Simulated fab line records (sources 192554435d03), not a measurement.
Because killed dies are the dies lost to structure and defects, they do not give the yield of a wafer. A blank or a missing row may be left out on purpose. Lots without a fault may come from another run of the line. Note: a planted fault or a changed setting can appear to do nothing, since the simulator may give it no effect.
What tool caused it? | flow n5Finfet | 8 lots with 23 wafers sampled at 8 steps, on a route of 1938 steps

== WHAT THE GAUGES SHOWED, per wafer ==
N5_BEOL_M4_INSPECT_30: inspects for defects (brightfield). Usual: rawDefectCount reads 392 (standard deviation 95).
lot  | measured     | on               | rawDefectCount | flag
L359 | day 10 09:16 | defectInspect-02 | 327 293        | 
L362 | day 10 14:45 | defectInspect-02 | 336 303 328    | 
L365 | day 12 22:17 | defectInspect-02 | 490 437 408    | 
L369 | day 13 17:28 | defectInspect-02 | 395 259 401    | 
L371 | day 13 17:47 | defectInspect-01 | 385 268 395    | 
L372 | day 14 13:23 | defectInspect-02 | 464 503 419    | 
L374 | day 14 15:05 | defectInspect-02 | 346 392 315    | 
L373 | day 14 16:16 | defectInspect-02 | 349 348 314    | 

N5_BEOL_M4_OCD_MEAS_38. Usual: trenchDepthNm reads 55.3 nm (standard deviation 0.83).
lot  | measured     | on     | trenchDepthNm (nm) | flag
L359 | day 11 10:50 | ocd-01 | 3.9 55.4           | OFF
L362 | day 11 10:52 | ocd-02 | 54.8 2.5 3.8       | OFF
L365 | day 13 15:49 | ocd-01 | 56.4 55.5 54.8     | 
L369 | day 14 13:56 | ocd-02 | 54.8 55.3 55.2     | 
L371 | day 14 18:37 | ocd-01 | 55.8 55.6 54.8     | 
L372 | day 15 11:20 | ocd-01 | 56.8 54.6 56.1     | 
L374 | day 15 11:22 | ocd-02 | 55.6 55.5 56.5     | 
L373 | day 15 17:49 | ocd-01 | 54.7 55.6 54.6     | 

N5_BEOL_M4_THK_MEAS_53: measures by xrf. Usual: M4_THK gives 39.1 nm (standard deviation 1.1).
lot  | measured     | on           | M4_THK (nm)    | flag
L359 | day 11 14:20 | filmMetro-01 | - 40.7         | 
L362 | day 11 14:23 | filmMetro-01 | 37.7 - -       | 
L365 | day 13 20:12 | filmMetro-02 | 39.8 37.6 38.3 | 
L369 | day 14 19:33 | filmMetro-01 | 37.8 38.1 36.3 | 
L371 | day 14 22:09 | filmMetro-02 | 38.5 39.1 37.6 | 
L372 | day 15 14:50 | filmMetro-01 | 41.3 38.0 40.4 | 
L374 | day 15 15:02 | filmMetro-02 | 38.0 40.3 40.4 | 
L373 | day 15 22:00 | filmMetro-01 | 38.6 38.9 38.7 | 

N5_BEOL_M4_RC_MEAS_101. Usual: DIBL_N 36.6 mV/V, standard deviation 1.3; DIBL_P 36.4 mV/V, standard deviation 1.4; IOFF_N 0.167 nA/um, standard deviation 0.023; IOFF_P 0.219 nA/um, standard deviation 0.029; ION_N 678 uA/um, standard deviation 8.7; ION_P 464 uA/um, standard deviation 6.4; SS_N 71.5 mV/dec, standard deviation 0.53; SS_P 73.4 mV/dec, standard deviation 0.57; VT_N 248.5 mV, standard deviation 2.8; VT_P -249 mV, standard deviation 3.1.
lot  | measured     | on        | DIBL_N (mV/V)  | DIBL_P (mV/V)  | IOFF_N (nA/um)    | IOFF_P (nA/um)    | ION_N (uA/um) | ION_P (uA/um) | SS_N (mV/dec)  | SS_P (mV/dec)  | VT_N (mV)         | VT_P (mV)      | flag
L359 | day 11 15:16 | prober-02 | 37.8           | 37.1           | 0.169             | 0.238             | 669           | 459           | 71.9           | 73.4           | 250.5             | -246           | 
L362 | day 11 14:51 | prober-01 | 34.9           | 36.0           | 0.157             | 0.243             | 675           | 467           | 71.3           | 73.4           | 252.5             | -242           | 
L365 | day 13 20:31 | prober-01 | 34.8 35.6 36.5 | 34.5 36.9 36.5 | 0.142 0.159 0.169 | 0.195 0.228 0.222 | 661 675 670   | 454 461 459   | 71.8 70.3 71.2 | 73.4 73.5 73.4 | 250.3 249.4 247.3 | -251 -247 -246 | 
L369 | day 14 20:09 | prober-02 | 35.9 35.2 36.6 | 35.4 35.2 36.0 | 0.156 0.148 0.169 | 0.219 0.225 0.230 | 675 681 681   | 464 472 466   | 70.9 70.5 70.9 | 73.2 73.5 73.4 | 246.8 249.7 246.5 | -250 -248 -248 | 
L371 | day 14 22:31 | prober-01 | 39.3 37.9 37.2 | 37.6 37.0 36.2 | 0.193 0.165 0.149 | 0.207 0.200 0.180 | 689 679 672   | 461 466 456   | 71.7 71.7 71.6 | 74.3 73.7 73.5 | 245.8 249.2 252.1 | -252 -253 -255 | 
L372 | day 15 15:37 | prober-01 | 37.1 37.7 36.9 | 39.1 38.4 38.3 | 0.171 0.176 0.168 | 0.247 0.233 0.222 | 674 675 678   | 463 465 466   | 72.1 72.4 71.7 | 73.3 73.7 73.8 | 249.8 250.0 252.3 | -248 -248 -251 | 
L374 | day 15 15:25 | prober-02 | 36.2 36.1 35.8 | 37.2 36.6 36.3 | 0.160 0.153 0.151 | 0.197 0.182 0.179 | 679 676 679   | 461 457 460   | 71.8 71.3 70.9 | 72.2 72.6 72.6 | 248.6 251.2 250.6 | -252 -250 -252 | 
L373 | day 15 22:28 | prober-01 | 38.3 37.2 37.2 | 39.0 36.4 36.5 | 0.231 0.193 0.188 | 0.281 0.235 0.234 | 704 689 690   | 477 468 468   | 71.8 71.3 71.6 | 74.7 74.4 73.3 | 242.5 245.3 245.2 | -245 -249 -250 | 

== EACH LOT AND THE TOOL THAT RAN IT (in order: tool; ch and the chambers of the sampled wafers; start) ==
lot  | N5_BEOL_M4_HM_OPEN_17            | N5_BEOL_M4_ETCH_77                | N5_BEOL_M4_ETCHBACK_99            | N5_BEOL_M4_ETCH_70
L359 | rieMetal-02 ch 0, day 10 08:41   | rieDiel-04 ch 2,3, day 10 09:34   | rieDiel-04 ch 0,3, day 11 10:26   | rieDiel-04 ch 0,3, day 11 10:28
L362 | rieMetal-02 ch 0,1, day 10 14:01 | rieDiel-04 ch 0,1,3, day 10 14:57 | rieDiel-05 ch 0,2,3, day 11 10:28 | rieDiel-05 ch 0,2,3, day 11 10:30
L365 | rieMetal-03 ch 1, day 12 21:32   | rieDiel-04 ch 0,1,3, day 12 22:22 | rieDiel-01 ch 0,1,2, day 13 15:26 | rieDiel-01 ch 0,1,2, day 13 15:28
L369 | rieMetal-02 ch 0,1, day 13 16:44 | rieDiel-01 ch 0,1,3, day 13 17:32 | rieDiel-05 ch 0,1,3, day 14 13:32 | rieDiel-05 ch 0,1,3, day 14 13:34
L371 | rieMetal-02 ch 0,1, day 13 17:03 | rieDiel-01 ch 0,1,2, day 13 17:51 | rieDiel-01 ch 1,2,3, day 14 18:13 | rieDiel-01 ch 1,2,3, day 14 18:16
L372 | rieMetal-03 ch 0,1, day 14 12:48 | rieDiel-05 ch 1,2, day 14 13:27   | rieDiel-01 ch 2,3, day 15 10:56   | rieDiel-01 ch 2,3, day 15 10:58
L374 | rieMetal-02 ch 0,1, day 14 14:29 | rieDiel-01 ch 0,2, day 14 15:09   | rieDiel-04 ch 1,3, day 15 10:58   | rieDiel-04 ch 1,3, day 15 11:00
L373 | rieMetal-01 ch 0,1, day 14 15:41 | rieDiel-01 ch 0,1, day 14 16:20   | rieDiel-05 ch 0,3, day 15 17:25   | rieDiel-05 ch 0,3, day 15 17:27
- N5_BEOL_M4_HM_OPEN_17: chemistry Cl2/BCl3, target TiN, target depth 20 nm, overetch 6 nm.
- N5_BEOL_M4_ETCH_77: etches underlayer in N2/H2, target depth 6.5 nm, time 5.2 s.
- N5_BEOL_M4_ETCHBACK_99: etches SiO2 in CHF3, target depth 5 nm, time 10.4 s.
- N5_BEOL_M4_ETCH_70: etches SOC in N2/H2, target depth 80 nm, overetch 24 nm, time 130 s.

== WHAT THE TOOLS THEMSELVES READ (means of the sampled wafers that have a number; where no wafer has one, the mark that the record gives instead) ==
N5_BEOL_M4_HM_OPEN_17. Usual: drypumpMotorCurrentA 5.94 A, standard deviation 0.12; oesProductAu 0.70 a.u., standard deviation 0.077; throttleValvePct 21.98 %, standard deviation 0.24.
lot  | tool        | drypumpMotorCurrentA (A) | oesProductAu (a.u.) | throttleValvePct (%) | flag
L359 | rieMetal-02 | 6.15                     | 0.64                | 22.43                | 
L362 | rieMetal-02 | 6.06                     | 0.62                | 22.28                | 
L365 | rieMetal-03 | 5.95                     | 0.74                | 21.85                | 
L369 | rieMetal-02 | 6.05                     | 0.65                | 22.22                | 
L371 | rieMetal-02 | 5.93                     | 0.63                | 22.05                | 
L372 | rieMetal-03 | 5.91                     | 0.74                | 22.02                | 
L374 | rieMetal-02 | 5.94                     | 0.65                | 22.04                | 
L373 | rieMetal-01 | 5.95                     | 0.74                | 21.78                | 

N5_BEOL_M4_ETCH_77. Usual: drypumpMotorCurrentA 5.8 A, standard deviation 0.47; etchRfOnTimeS 5.20 s, standard deviation 0.066; n2FlowSccm 200.1 sccm, standard deviation 0.59; oesProductAu 0.68 a.u., standard deviation 0.068; rfVppV 524.1 V, standard deviation 2.1; showerheadPlenumPTorr 2.55 Torr, standard deviation 0.063; throttleValvePct 17.94 %, standard deviation 0.24.
lot  | tool       | drypumpMotorCurrentA (A) | etchRfOnTimeS (s) | n2FlowSccm (sccm) | oesProductAu (a.u.) | rfVppV (V) | showerheadPlenumPTorr (Torr) | throttleValvePct (%) | flag
L359 | rieDiel-04 | 5.5                      | 5.24              | 199.9             | 0.68                | 522.5      | 2.56                         | 18.01                | 
L362 | rieDiel-04 | 6.0                      | 5.13              | 199.9             | 0.79                | 525.2      | 2.56                         | 17.66                | 
L365 | rieDiel-04 | 6.0                      | 5.21              | 199.7             | 0.74                | 523.9      | 2.56                         | 17.69                | 
L369 | rieDiel-01 | 5.8                      | 5.22              | 200.3             | 0.64                | 523.7      | 2.51                         | 18.09                | 
L371 | rieDiel-01 | 5.7                      | 5.13              | 199.8             | 0.69                | 523.2      | 2.52                         | 17.81                | 
L372 | rieDiel-05 | 6.3                      | 5.25              | 200.2             | 0.61                | 526.5      | 2.58                         | 18.10                | 
L374 | rieDiel-01 | 6.0                      | 5.24              | 200.5             | 0.70                | 522.4      | 2.50                         | 17.71                | 
L373 | rieDiel-01 | 6.2                      | 5.25              | 200.4             | 0.65                | 521.9      | 2.48                         | 17.98                | 

N5_BEOL_M4_ETCHBACK_99. Usual: drypumpMotorCurrentA 5.8 A, standard deviation 0.49; oesProductAu 0.80 a.u., standard deviation 0.081; rfVppV 241.2 V, standard deviation 2.7; showerheadPlenumPTorr 2.16 Torr, standard deviation 0.053; throttleValvePct 17.14 %, standard deviation 0.24.
lot  | tool       | drypumpMotorCurrentA (A) | oesProductAu (a.u.) | rfVppV (V) | showerheadPlenumPTorr (Torr) | throttleValvePct (%) | flag
L359 | rieDiel-04 | 5.8                      | 0.62                | 242.2      | 2.20                         | 16.88                | 
L362 | rieDiel-05 | 5.9                      | 0.46                | 241.1      | 2.19                         | 17.28                | OFF
L365 | rieDiel-01 | 5.7                      | 0.81                | 243.1      | 2.14                         | 17.04                | 
L369 | rieDiel-05 | 6.1                      | 0.75                | 239.3      | 2.16                         | 17.19                | 
L371 | rieDiel-01 | 5.3                      | 0.77                | 239.9      | 2.16                         | 17.16                | 
L372 | rieDiel-01 | 5.1                      | 0.83                | 242.0      | 2.17                         | 16.98                | 
L374 | rieDiel-04 | 5.7                      | 0.85                | 241.6      | 2.16                         | 16.99                | 
L373 | rieDiel-05 | 5.8                      | 0.76                | 242.0      | 2.19                         | 17.30                | 

N5_BEOL_M4_ETCH_70. Usual: drypumpMotorCurrentA 5.8 A, standard deviation 0.49; n2FlowSccm 200.0 sccm, standard deviation 0.63; oesProductAu 0.59 a.u., standard deviation 0.057; rfVppV 524.1 V, standard deviation 2; showerheadPlenumPTorr 2.55 Torr, standard deviation 0.065; tempC 40.02 C, standard deviation 0.11; throttleValvePct 17.88 %, standard deviation 0.26.
lot  | tool       | drypumpMotorCurrentA (A) | n2FlowSccm (sccm) | oesProductAu (a.u.) | rfVppV (V) | showerheadPlenumPTorr (Torr) | tempC (C) | throttleValvePct (%) | flag
L359 | rieDiel-04 | 5.9                      | 199.9             | 0.65                | 524.7      | 2.59                         | 40.04     | 17.67                | 
L362 | rieDiel-05 | 5.9                      | 199.4             | 0.56                | 524.6      | 2.58                         | 40.03     | 18.03                | 
L365 | rieDiel-01 | 5.7                      | 199.4             | 0.59                | 523.3      | 2.52                         | 40.03     | 17.76                | 
L369 | rieDiel-05 | 6.1                      | 199.7             | 0.57                | 524.3      | 2.54                         | 39.97     | 17.97                | 
L371 | rieDiel-01 | 5.3                      | 199.9             | 0.57                | 524.6      | 2.54                         | 39.95     | 17.90                | 
L372 | rieDiel-01 | 5.1                      | 200.2             | 0.61                | 523.9      | 2.57                         | 40.02     | 17.66                | 
L374 | rieDiel-04 | 5.7                      | 200.1             | 0.62                | 524.0      | 2.55                         | 40.01     | 17.76                | 
L373 | rieDiel-05 | 5.8                      | 200.4             | 0.56                | 524.7      | 2.58                         | 40.00     | 18.04                | 

== THE ANSWER, worked out from the rows above alone ==
Rule: a lot is off if the mean of its wafers that have a number lies more than 3 standard deviations from the usual mean. A lot without any number at a reading at which 4 lots or more have one is off too. Any other lot the step has rows for is counted as sound. After the gauges, taken in route order, come the tools' own readings; for these a lot's mean is taken, as printed above. At the first step where some lot is off, the reading lying furthest off is the one used; lots without a number count as furthest.
Off, at N5_BEOL_M4_OCD_MEAS_38 on trenchDepthNm: L359, L362.
A tool fits if, at a process step before that reading, it ran every lot that is off, and no sound lot after the first of them. The gauges at N5_BEOL_M4_OCD_MEAS_38 are tried like those tools. Not one of the candidates tried fits.

== WHAT THE SIMULATOR HAD PUT IN ==
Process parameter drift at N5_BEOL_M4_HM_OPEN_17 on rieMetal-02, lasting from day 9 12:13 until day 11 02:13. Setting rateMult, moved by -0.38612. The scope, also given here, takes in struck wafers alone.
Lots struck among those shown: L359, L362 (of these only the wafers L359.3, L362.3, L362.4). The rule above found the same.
